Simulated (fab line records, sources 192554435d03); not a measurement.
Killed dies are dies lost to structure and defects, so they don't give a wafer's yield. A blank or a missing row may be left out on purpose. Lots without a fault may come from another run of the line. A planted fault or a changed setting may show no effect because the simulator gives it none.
A struck lot beside a sound one | flow n5_finfet | 37 steps out of a route of 1938
Sound: wafers L704.1, L704.3, L704.6. Struck: wafers L688.1, L688.2, L688.5. The cause comes at the end.
At each step with rows: each side's tool, then ch and its chambers, then its first start. Under that, the readings that differ: sound wafers | struck wafers | difference of the means | sigmas: that difference in standard deviations of wafers without a fault.
alike: readings whose means differ by less than 2 such deviations, and words and numbers that are the same on both sides. not compared: withheld readings, readings that some wafer has no value for, bounds like >300 that may hide the same value, and numbers for which the record gives no deviation and whose values overlap.
The two part at a step that has a row with sigmas, a row that says differs or no value, or rows on one side only. Numbers that don't overlap but have no deviation are shown without sigmas and don't part them. A reading that every wafer of one side lacks parts them only if that side has two wafers or more.

first, 9 steps without rows for these wafers: N5_BEOL_M4_ANNEAL_95 (time 240 s); N5_BEOL_M4_SPUTTER_96 (material Cu, target thk 4.5 nm, time 8.29 s); N5_BEOL_M4_ECD_50 (material Cu, target thk 300 nm); N5_BEOL_M4_ANNEAL_51 (time 90 s); N5_BEOL_M4_CMP_52 (polishes, stops on SiOC, t overpolish 6.8 s, target thk 40 nm); N5_BEOL_M4_PRE_CLEAN_60 (time 15 s); N5_BEOL_M4_CO_CAP_55 (material Co, precursor CCTBA/H2, target thk 2 nm, time 102.1 s); N5_BEOL_M4_PRE_CLEAN_56 (time 15 s); N5_BEOL_M4_DEP_57 (deposits SiCN from 3MS/NH3, target thk 8 nm, time 14 s).
N5_BEOL_M4_RC_MEAS_101:
  sound on prober-02 ch 0, day 13 05:02; struck on prober-02 ch 0, day 9 05:20
  reading        | sound          | struck         | difference | sigmas
  DIBL_N (mV/V)  | 33.9 34.6 34.1 | 38.2 37.2 37.9 | +3.6       | +2
  DIBL_P (mV/V)  | 32.4 33.8 33.3 | 39.5 39.1 39.8 | +6.3       | +3
  IOFF_N (nA/um) | 0.11 0.13 0.13 | 0.20 0.19 0.20 | +0.07      | +2
  IOFF_P (nA/um) | 0.16 0.19 0.17 | 0.25 0.25 0.25 | +0.08      | +2
  ION_N (uA/um)  | 653 654 659    | 685 676 681    | +25        | +2
  ION_P (uA/um)  | 450 453 451    | 468 469 462    | +15        | +2
  VT_N (mV)      | 255 253 255    | 247 248 246    | -7         | -2
  alike: SS_N, SS_P, VT_P
then, 24 steps without rows for these wafers: N5_BEOL_M5_ILD_DEP_00 (deposits SiCOH lowk from DEMS/porogen, target thk 140.64 nm, time 25.9 s); N5_BEOL_M5_CURE_79 (cures SiCOH lowk, time 240 s); N5_BEOL_M5_PECVD_70 (deposits SiO2 from TEOS/O2, target thk 16 nm, time 18 s); N5_BEOL_M5_HM_DEP_02 (deposits TiN, target thk 20 nm); N5_BEOL_M5_COAT_59 (time 60 s, resist thk 60 nm); N5_BEOL_M5_COAT_60 (time 60 s, resist thk 12 nm); N5_BEOL_M5_COAT_71 (time 60 s, resist thk 5 nm); N5_BEOL_M5_COAT_05 (resist thk 30 nm); N5_BEOL_M5_EBR_07; N5_BEOL_M5_SOFTBAKE_06 (time 60 s); N5_BEOL_M5_EXPOSE_08 (exposes mask M5, target cd 28 nm); N5_BEOL_M5_PEB_09 (peb time 60 s); N5_BEOL_M5_DEVELOP_10 (develop time 30 s); N5_BEOL_M5_DESCUM_16 (chemistry O2, time 7 s); N5_BEOL_M5_ETCH_72 (etches underlayer in N2/H2, target depth 6.5 nm, time 5.2 s); N5_BEOL_M5_ETCH_61 (etches SiARC in CF4, target depth 15.6 nm, time 26 s); N5_BEOL_M5_ETCH_62 (etches SOC in N2/H2, target depth 75 nm, overetch 15 nm, time 112.5 s); N5_BEOL_M5_STRIP_63 (strips in N2/H2); N5_BEOL_M5_STRIP_73 (strips in N2/H2); N5_BEOL_M5_STRIP_64 (strips in CF4); N5_BEOL_M5_HM_OPEN_17 (chemistry Cl2/BCl3, target TiN, target depth 20 nm, overetch 6 nm); N5_BEOL_M5_STRIP_19 (strips in O2); N5_BEOL_M5_COAT_65 (time 60 s, resist thk 60 nm); N5_BEOL_M5_COAT_66 (time 60 s, resist thk 12 nm).
N5_BEOL_M9_ETCH_66: etches SOC in N2/H2, target depth 80 nm, overetch 16 nm, time 120 s.
  sound on rie_diel-03 ch 1,3, day 15 01:14; struck on rie_diel-03 ch 1,2, day 10 22:11
  no value came back on the struck wafers for any of 7 readings (bias_w (W), chamber_pressure_mTorr (mTorr) and others); on the sound wafers bias_w (W) reads 149.4 150.4 151.3
  reading                                         | sound       | struck         | difference | sigmas
  model.CAR-EUV_of_BEOL_M9_COAT_22.thk_nm (nm)    | 0 0 0       | 11.4 11.4 11.2 | +11.3      |
  model.SiARC_of_BEOL_M9_COAT_64.thk_nm (nm)      | 6.2 6.8 6.2 | 12 12 12       | +6         |
  model.underlayer_of_BEOL_M9_COAT_75.thk_nm (nm) | 0 0 0       | 5 5 5          | +5         |
  not compared: rf_hours_counter_h
N5_BEOL_M9_VIA_ETCH_34: etches SiCOH lowk in C4F6/O2, target depth 182.4 nm, time 68.4 s.
  sound on rie_diel-03 ch 1,3, day 15 01:20; struck on rie_diel-03 ch 1,2, day 10 22:17
  reading                | sound             | struck            | difference | sigmas
  oes_product_au (a.u.)  | 0.89 0.74 0.89    | 0.28 0.30 0.29    | -0.55      | -7
  throttle_valve_pct (%) | 21.02 20.41 21.01 | 20.23 20.22 20.22 | -0.59      | -2
  alike: C4F6_flow_sccm, O2_flow_sccm, chamber_pressure_mTorr, drypump_motor_current_A, oes_o_777_au, rf_vpp_V, showerhead_plenum_p_Torr
  not compared: rf_hours_counter_h
-- the record jumps here: 2 days lie between the struck wafers' starts before and after (it left off in module BEOL_M9 and takes up again in module PASSIVATION, whose first step shown is number 1936 of the route) --
N5_PASSIVATION_PROBE_49:
  the record has rows for the struck wafers here (prober-01, day 13 06:38) and none for the sound ones

WHERE THEY PART
First at N5_BEOL_M4_RC_MEAS_101; last, within this record, at N5_PASSIVATION_PROBE_49.

WHY: what the simulator had put in
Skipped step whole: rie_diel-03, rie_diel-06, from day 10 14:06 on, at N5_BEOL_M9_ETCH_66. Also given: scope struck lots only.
